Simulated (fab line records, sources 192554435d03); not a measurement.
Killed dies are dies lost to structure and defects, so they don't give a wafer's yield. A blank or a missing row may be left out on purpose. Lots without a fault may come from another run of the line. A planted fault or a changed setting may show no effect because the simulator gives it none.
Split-lot experiment | flow n5_finfet | 7 lots, 21 wafers read, on a route of 1938 steps

THE SPLIT
At N5_BEOL_M15_COAT_60 (time 60 s, resist thk 89 nm), the setting spin_rpm was moved away from the recipe's 1500 rpm on 9 of the 21 wafers read, by -9.7% to +9.7%. The other wafers ran this setting at the recipe's value.

FROM THE SPLIT TO THE READING: what the file shows between them, 4 steps
- N5_BEOL_M15_COAT_22: resist thk 800 nm (also split here: spin_rpm)
- N5_BEOL_M15_EBR_24
- N5_BEOL_M15_SOFTBAKE_23: time 60 s
- N5_BEOL_M15_DESCUM_33: chemistry O2, time 7.9 s

THE READING
etch.depth_nm (the simulator's own value, which no gauge read), in nm, at N5_BEOL_M15_ETCH_61 (etches BARC in N2/H2, target depth 89 nm, overetch 26.7 nm, time 67.9 s). The file gives no usual value for it. The 12 wafers here that ran the recipe average 89.11 nm, standard deviation 0.21 nm.

wafer  | tool, chamber at the split | spin_rpm as run, rpm | against the recipe | etch.depth_nm, nm | against lot-mates on the recipe
L080.1 | litho_track-03, 0          | 1575                 | +5.0%              | 86.76             | -2.41
L080.3 | litho_track-03, 0          | 1500                 | recipe             | 89.17             | -
L080.6 | litho_track-03, 0          | 1575                 | +5.0%              | 87.1              | -2.07
L081.1 | litho_track-05, 0          | 1500                 | recipe             | 88.99             | -
L081.4 | litho_track-05, 0          | 1385                 | -7.7%              | 92.09             | +3.10
L081.6 | litho_track-05, 0          | 1385                 | -7.7%              | 92.62             | +3.63
L082.2 | litho_track-03, 0          | 1500                 | recipe             | 88.97             | -
L082.4 | litho_track-03, 0          | 1355                 | -9.7%              | 93.55             | +4.55
L082.5 | litho_track-03, 0          | 1500                 | recipe             | 89.04             | -
L083.4 | litho_track-04, 0          | 1500                 | recipe             | 88.77             | -
L083.5 | litho_track-04, 0          | 1444                 | -3.7%              | 90.17             | +1.40
L083.6 | litho_track-04, 0          | 1444                 | -3.7%              | 90.23             | +1.46
L089.2 | litho_track-05, 0          | 1500                 | recipe             | 89.1              | -
L089.3 | litho_track-05, 0          | 1500                 | recipe             | 89.17             | -
L089.4 | litho_track-05, 0          | 1500                 | recipe             | 88.98             | -
L093.1 | litho_track-03, 0          | 1500                 | recipe             | 89.48             | -
L093.4 | litho_track-03, 0          | 1500                 | recipe             | 89.47             | -
L093.5 | litho_track-03, 0          | 1500                 | recipe             | 89.34             | -
L094.2 | litho_track-03, 0          | 1645                 | +9.7%              | 84.62             | -4.27
L094.3 | litho_track-03, 0          | 1645                 | +9.7%              | 84.6              | -4.29
L094.6 | litho_track-03, 0          | 1500                 | recipe             | 88.89             | -

THE FIT
A straight line over all 21 wafers: etch.depth_nm changes by -0.441 nm for each +1% of spin_rpm; r = -0.99; the points scatter about the line by 0.27 nm.
The same after taking each lot's own level away (the mean of its wafers on the recipe; 21 wafers): -0.444 nm for each +1%; r = -1.00; scatter 0.15 nm.
On that fit, the largest move of spin_rpm shifts the reading by 4.3 nm.
The lots' own levels span 88.770 to 89.430 nm, that is 3.1 times the standard deviation above.
So the lot-to-lot level changes the slope little: the two slopes agree.
Check: with one of the wafers moved furthest among these (-9.7%) left out of the fit, the line predicts +4.2 nm for it against its lot-mates. It came out at +4.55 nm against them.

OTHER SPLITS ON THESE WAFERS
These wafers also went through other splits before the reading. Each is held against what the fit with the lots' levels taken away leaves over:
other split on the same wafers | wafers away from the commonest value | r with etch.depth_nm (lot level and that fit taken away)
N5_BEOL_M11_PEB_26 peb_time_s  | 6                                    | -0.28
N5_BEOL_M11_VIA_ETCH_34 time_s | 8                                    | +0.32
N5_BEOL_M12_SPUTTER_43 power_w | 6                                    | +0.13
N5_BEOL_M13_COAT_65 spin_rpm   | 6                                    | -0.08
N5_BEOL_M13_EXPOSE_25 dose_mj  | 5                                    | -0.13
N5_BEOL_M15_COAT_58 spin_rpm   | 7                                    | -0.31
N5_BEOL_M15_COAT_22 spin_rpm   | 10                                   | +0.05

THE WHOLE CHAIN: every reading that the file lists as answering this split, in the file's order
step                | what it does                                                            | reading                                                                          | change (the file's fit)               | r (the file's)
N5_BEOL_M15_COAT_60 | time 60 s, resist thk 89 nm                                             | BARC_of_BEOL_M15_COAT_60.thk_nm (the simulator's own value, which no gauge read) | -0.445 nm for each +1% of the setting | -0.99
N5_BEOL_M15_ETCH_61 | etches BARC in N2/H2, target depth 89 nm, overetch 26.7 nm, time 67.9 s | etch.depth_nm (the simulator's own value, which no gauge read)                   | -0.448 nm for each +1% of the setting | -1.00

THE FILE'S OWN FIT
etch.depth_nm changes by -0.448 nm for each +1% of spin_rpm, r = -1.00.
